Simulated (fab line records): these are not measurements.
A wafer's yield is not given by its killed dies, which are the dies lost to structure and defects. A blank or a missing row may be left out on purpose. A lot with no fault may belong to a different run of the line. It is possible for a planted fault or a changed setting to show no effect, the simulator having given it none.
Chamber matching | flow nand harc | NHARC_P_M0_PRE_CLEAN_31 on pecvd-03 has 3 sister chambers
The step time 12 s. 16 wafers are shown with their chamber, then 8 later ones without.

== WAFERS, EACH WITH ITS CHAMBER ==
wafer  | chamber | heater power w (W) | heater power outer w (W)
L076.2 | 0       | 621                | 341
L076.3 | 1       | 611                | 355
L076.6 | 0       | 618                | 360
L080.2 | 0       | 586                | 315
L080.3 | 2       | 557                | 322
L080.5 | 1       | 537                | 297
L079.3 | 0       | 663                | 384
L079.4 | 0       | 667                | 382
L079.6 | 2       | 643                | 382
L084.3 | 0       | 618                | 353
L084.4 | 2       | 617                | 374
L084.6 | 0       | 618                | 350
L086.1 | 2       | 541                | 321
L086.2 | 0       | 574                | 305
L086.4 | 1       | 610                | 349
L085.1 | 2       | 591                | 337

SIGNATURES, as means of the wafers listed above
reading              | chamber 0 | chamber 1 | chamber 2 | scatter within a chamber
heater power w       | 620.62    | 586.00    | 589.80    | 37.2
heater power outer w | 348.75    | 333.67    | 347.20    | 29.1
Rule: a wafer's distance from a chamber is the root of the sum, over the readings, of the square of ((its reading less the chamber's mean) divided by the reading's scatter). If the next closest chamber is less than 2 further off than the closest, the wafer can't be placed; otherwise it belongs to the closest. The scatter: take each reading less its chamber's mean, square it, sum over the shown wafers, divide by the number of wafers less the number of chambers, and take the root.

== WAFERS WHOSE CHAMBER IS MISSING ==
wafer  | heater power w (W) | heater power outer w (W)
L085.2 | 620                | 341
L085.5 | 626                | 348
L092.2 | 535                | 295
L092.3 | 650                | 356
L092.6 | 526                | 292
L096.1 | 638                | 374
L096.3 | 609                | 363
L096.4 | 631                | 379

== CHAMBER TAKEN BY EACH ==
wafer  | from the rows above          | in truth
L085.2 | can't be placed: 0 or 2 or 1 | 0
L085.5 | can't be placed: 0 or 2 or 1 | 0
L092.2 | can't be placed: 1 or 2 or 0 | 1
L092.3 | can't be placed: 0 or 2 or 1 | 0
L092.6 | can't be placed: 1 or 2 or 0 | 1
L096.1 | can't be placed: 0 or 2 or 1 | 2
L096.3 | can't be placed: 0 or 2 or 1 | 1
L096.4 | can't be placed: 0 or 2 or 1 | 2
Correct placement for 0 of the 8. Cannot be placed on the basis of these rows: 8; the candidates contain the true chamber in 8. Wrongly placed: 0.
